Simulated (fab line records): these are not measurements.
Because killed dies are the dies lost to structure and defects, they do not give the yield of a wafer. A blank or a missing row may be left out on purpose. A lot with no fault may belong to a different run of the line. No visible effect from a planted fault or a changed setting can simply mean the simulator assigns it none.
Comparing a struck lot with a sound one / flow n5 finfet / 14 out of 1938 route steps
Sound: wafers L683.1, L683.4, L683.5. Struck: wafers L703.1, L703.2, L703.3. At the end, the cause is stated.
Order at every step that has rows: each side's tool, ch and its chambers, its first start. Under that, the readings that differ: sound wafers / struck wafers / difference of the means / sigmas: that difference in standard deviations of wafers without a fault.
alike: words and numbers the same on both sides, and readings whose means are apart by under 2 such deviations; not compared: readings that were withheld, readings missing a value for some wafer, numbers with overlapping values and no deviation given by the record, and bounds like >300 which may hide the same value.
Wherever a step has rows on one side only, a row that says differs or no value, or a row with sigmas, the two part there. Non-overlapping numbers with no deviation appear without sigmas and do not part them. Lack of a reading on every wafer of one side parts them only where that side has two or more wafers.

N5_PASSIVATION_PECVD_00: deposits SiO2 from SiH4/N2O, target thk 200 nm, time 11.2 s.
  sound on pecvd-03 ch 0,2, day 13 05:09; struck on pecvd-01 ch 0,1,2, day 19 08:54
reading=showerhead plenum p Torr (Torr); sound=8.00 8.04 7.98; struck=8.25 8.27 8.34; difference=+0.28; sigmas=+2
  alike: heater power w, throttle valve pct
then, 1 step without rows for these wafers: N5_MIM_BOT_DEGAS_01 (time 60 s).
N5_MIM_BOT_SPUTTER_00: material TiN, target thk 35 nm, time 89.7 s.
  struck on pvd sputter-02, day 19 09:58; sound on pvd sputter-03, day 13 07:48
  alike: throttle valve pct
N5_MIM_TOP_ALD_00: deposits Al2O3, purge time 3 s, co reactant pulse time 3 s.
  sound on ald hk-03 ch 0,1,2, day 13 07:54; struck on ald hk-02 ch 0,1,3, day 19 10:04
  alike: precursor pulse height rel
N5_MIM_TOP_ALD_01: deposits HfO2, target thk 5.6 nm, pulse time 1 s, purge time 3 s.
  sound: ald hk-03 ch 0,1,2; struck: ald hk-02 ch 0,1,3
  alike: precursor pulse height rel
then, 1 step without rows for these wafers: N5_MIM_TOP_ALD_02 (deposits Al2O3, purge time 3 s, co reactant pulse time 3 s).
N5_MIM_TOP_DEGAS_04: time 60 s.
  struck on pvd sputter-01, day 19 11:19; sound on pvd sputter-01, day 13 08:42
  alike: heater power w
then, 5 steps without rows for these wafers: N5_MIM_TOP_SPUTTER_03 (material TiN, target thk 35 nm, time 89.7 s); N5_MIM_TOP_LITHO_HMDS_01 (time 60 s); N5_MIM_TOP_LITHO_COAT_02; N5_MIM_TOP_LITHO_EBR_04; N5_MIM_TOP_LITHO_SOFTBAKE_03 (time 90 s).
N5_MIM_TOP_LITHO_EXPOSE_05: exposes mask MIM TOP, target cd 2000 nm.
  sound on krf scanner-02 ch 0, day 13 09:05; struck on krf scanner-02 ch 0, day 19 11:34
reading=model.MIM_TOP_LITHO.overlay x nm (nm); sound=0.8 0.8 0.8; struck=7 7 7; difference=+6; sigmas=
  alike: mask
next, for these wafers, 1 step has no rows: N5_MIM_TOP_LITHO_PEB_06.

== WHERE THEY PART ==
At N5_PASSIVATION_PECVD_00 and nowhere else, as far as this record goes. Later steps at which nothing parts them and some readings are alike: N5_MIM_BOT_SPUTTER_00, N5_MIM_TOP_ALD_00, N5_MIM_TOP_ALD_01, N5_MIM_TOP_DEGAS_04, N5_MIM_TOP_LITHO_EXPOSE_05.

WHY: the cause the simulator had injected
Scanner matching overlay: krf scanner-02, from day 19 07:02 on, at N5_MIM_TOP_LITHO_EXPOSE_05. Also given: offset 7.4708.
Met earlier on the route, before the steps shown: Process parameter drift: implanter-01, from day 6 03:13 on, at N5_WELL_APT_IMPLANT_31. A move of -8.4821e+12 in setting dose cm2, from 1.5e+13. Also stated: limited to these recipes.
